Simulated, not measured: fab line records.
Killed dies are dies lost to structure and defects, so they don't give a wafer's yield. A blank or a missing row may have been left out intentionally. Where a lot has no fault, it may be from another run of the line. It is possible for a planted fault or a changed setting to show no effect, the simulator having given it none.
Lot-split experiment + flow n5_finfet + on a route of 1938 steps: 7 lots, 21 wafers read

SPLIT DETAILS
At N5_HKMG_FIN_COAT_43 (resist thk 90 nm), the setting spin_rpm was moved away from the recipe's 1500 rpm on 7 of the 21 wafers read, by -8.9% to -3.9%. For the rest of the wafers, this setting stayed at what the recipe calls for.

FROM THE SPLIT TO THE READING: what the file shows between them, 4 steps
- N5_HKMG_FIN_EBR_45
- N5_HKMG_FIN_SOFTBAKE_44: time 60 s
- N5_HKMG_FIN_EXPOSE_46: exposes mask NDIPOLE
- N5_HKMG_FIN_PEB_47: peb time 60 s

THE READING
CAR-ArF_of_HKMG_FIN_COAT_43.thk_nm (the simulator's own value, which no gauge read), in nm, at N5_HKMG_FIN_DEVELOP_48 (develop time 30 s). The file gives no usual value for it. Across the 14 wafers here that went through the recipe, the average is 88.4 nm and the standard deviation 0.21 nm.

| wafer  | tool, chamber at the split | spin_rpm as run, rpm | against the recipe | CAR-ArF_of_HKMG_FIN_COAT_43.thk_nm, nm | against lot-mates on the recipe |
|--------|----------------------------|----------------------|--------------------|----------------------------------------|---------------------------------|
| L076.3 | litho_track-02, 0          | 1500                 | recipe             | 88.4                                   | -                               |
| L076.6 | litho_track-02, 0          | 1500                 | recipe             | 88.4                                   | -                               |
| L076.4 | litho_track-02, 0          | 1500                 | recipe             | 88.6                                   | -                               |
| L078.1 | litho_track-01, 0          | 1441                 | -3.9%              | 90.4                                   | +2.0                            |
| L078.2 | litho_track-01, 0          | 1441                 | -3.9%              | 90.2                                   | +1.8                            |
| L078.5 | litho_track-01, 0          | 1500                 | recipe             | 88.4                                   | -                               |
| L079.1 | litho_track-02, 0          | 1386                 | -7.6%              | 92.2                                   | +3.6                            |
| L079.2 | litho_track-02, 0          | 1500                 | recipe             | 88.6                                   | -                               |
| L079.5 | litho_track-02, 0          | 1386                 | -7.6%              | 92                                     | +3.4                            |
| L081.1 | litho_track-05, 0          | 1500                 | recipe             | 88.8                                   | -                               |
| L081.2 | litho_track-05, 0          | 1500                 | recipe             | 88.6                                   | -                               |
| L081.4 | litho_track-05, 0          | 1367                 | -8.9%              | 93                                     | +4.3                            |
| L082.2 | litho_track-02, 0          | 1396                 | -6.9%              | 91.8                                   | +3.6                            |
| L082.3 | litho_track-02, 0          | 1396                 | -6.9%              | 91.4                                   | +3.2                            |
| L082.5 | litho_track-02, 0          | 1500                 | recipe             | 88.2                                   | -                               |
| L084.2 | litho_track-01, 0          | 1500                 | recipe             | 88.6                                   | -                               |
| L084.3 | litho_track-01, 0          | 1500                 | recipe             | 88.6                                   | -                               |
| L084.5 | litho_track-01, 0          | 1500                 | recipe             | 88.4                                   | -                               |
| L095.2 | litho_track-01, 0          | 1500                 | recipe             | 88.2                                   | -                               |
| L095.3 | litho_track-01, 0          | 1500                 | recipe             | 88.2                                   | -                               |
| L095.5 | litho_track-01, 0          | 1500                 | recipe             | 88                                     | -                               |

FIT RESULTS
A straight line over all 21 wafers: CAR-ArF_of_HKMG_FIN_COAT_43.thk_nm changes by -0.484 nm for each +1% of spin_rpm; r = -0.99; the points scatter about the line by 0.22 nm.
The same after taking each lot's own level away (the mean of its wafers on the recipe; 21 wafers): -0.477 nm for each +1%; r = -1.00; scatter 0.12 nm.
The reading moves by 4.2 nm for the largest change in spin_rpm, on that fit.
Across the lots, their own levels run from 88.13 to 88.70 nm, a range of 2.7 times the standard deviation given above.
Consequently the slope shifts little with the lot-to-lot level, the two slopes agreeing.
Check: for one of the wafers moved furthest among these (-8.9%), held out of the fit, the line's prediction against its lot-mates is +4.21 nm. Against them it came out at +4.3 nm.

OTHER SPLITS APPLIED TO THESE WAFERS
Note: prior to the reading, these wafers also went through further splits. Each is held against what the fit with the lots' levels taken away leaves over:
| other split on the same wafers     | wafers away from the commonest value | r with CAR-ArF_of_HKMG_FIN_COAT_43.thk_nm (lot level and that fit taken away) |
|------------------------------------|--------------------------------------|-------------------------------------------------------------------------------|
| N5_SD_EPI_N_PEB_07 peb_time_s      | 7                                    | +0.04                                                                         |
| N5_SD_EPI_N_ETCH_45 target_depth_a | 7                                    | -0.03                                                                         |
| N5_SDB_COAT_04 spin_rpm            | 5                                    | +0.11                                                                         |

THE WHOLE CHAIN: every reading that the file lists as answering this split, in the file's order
| step                   | what it does      | reading                                                                             | change (the file's fit)               | r (the file's) |
|------------------------|-------------------|-------------------------------------------------------------------------------------|---------------------------------------|----------------|
| N5_HKMG_FIN_COAT_43    | resist thk 90 nm  | CAR-ArF_of_HKMG_FIN_COAT_43.thk_nm (the simulator's own value, which no gauge read) | -0.472 nm for each +1% of the setting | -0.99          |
| N5_HKMG_FIN_DEVELOP_48 | develop time 30 s | CAR-ArF_of_HKMG_FIN_COAT_43.thk_nm (the simulator's own value, which no gauge read) | -0.479 nm for each +1% of the setting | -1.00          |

THE FILE'S OWN FIT
CAR-ArF_of_HKMG_FIN_COAT_43.thk_nm changes by -0.479 nm for each +1% of spin_rpm, r = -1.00.
